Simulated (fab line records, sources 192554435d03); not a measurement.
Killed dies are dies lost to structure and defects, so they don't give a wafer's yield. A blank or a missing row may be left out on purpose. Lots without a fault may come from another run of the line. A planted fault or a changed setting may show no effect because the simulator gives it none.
Chamber matching | flow n5_finfet | N5_HKMG_FIN_ALD_91 on ald_metal-01: 4 sister chambers
The step deposits TiN, target thk 1 nm, pulse time 1 s, purge time 3 s. 8 wafers are shown with their chamber, then 9 later ones without.

WAFERS WITH THEIR CHAMBER
wafer  | chamber | heater_power_w (W) | precursor_pulse_height_rel
L076.1 | 1       | 773                | 0.999
L076.4 | 1       | 782                | 1.044
L085.2 | 2       | 951                | 0.965
L085.3 | 3       | 1006               | 0.985
L085.4 | 0       | 1069               | 1.009
L089.1 | 3       | 1013               | 0.984
L089.2 | 0       | 1028               | 0.964
L089.3 | 2       | 944                | 1.047

WAFERS WITHOUT THEIR CHAMBER
wafer  | heater_power_w (W) | precursor_pulse_height_rel
L092.1 | 978                | 1.019
L092.2 | 1030               | 1.000
L092.3 | 1025               | 1.010
L092.4 | 793                | 1.043
L092.5 | 966                | 1.000
L092.6 | 781                | 0.999
L097.1 | 1047               | 1.010
L097.2 | 759                | 1.027
L097.6 | 1026               | 1.004

WHICH CHAMBER EACH WENT THROUGH
wafer  | from the rows above     | in truth
L092.1 | can't be placed: 2 or 3 | 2
L092.2 | can't be placed: 0 or 3 | 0
L092.3 | can't be placed: 3 or 0 | 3
L092.4 | 1                       | 1
L092.5 | can't be placed: 2 or 3 | 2
L092.6 | 1                       | 1
L097.1 | can't be placed: 0 or 3 | 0
L097.2 | 1                       | 1
L097.6 | can't be placed: 3 or 0 | 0
Placed correctly: 3 of 9. Can't be placed from these rows: 6 (the true chamber is among the candidates in 6). Placed wrongly: 0.
How it was worked out, from the rows above alone: a wafer's distance from a chamber is the root of the sum, over the readings, of the square of ((its reading less the chamber's mean) divided by the reading's scatter). The wafer belongs to the nearest chamber; if the next one is less than 2 further off, it can't be placed. A chamber's mean is the mean of its shown wafers. The scatter: the root of (the sum of the squares of (reading less its chamber's mean) over the shown wafers, divided by (wafers less chambers)).
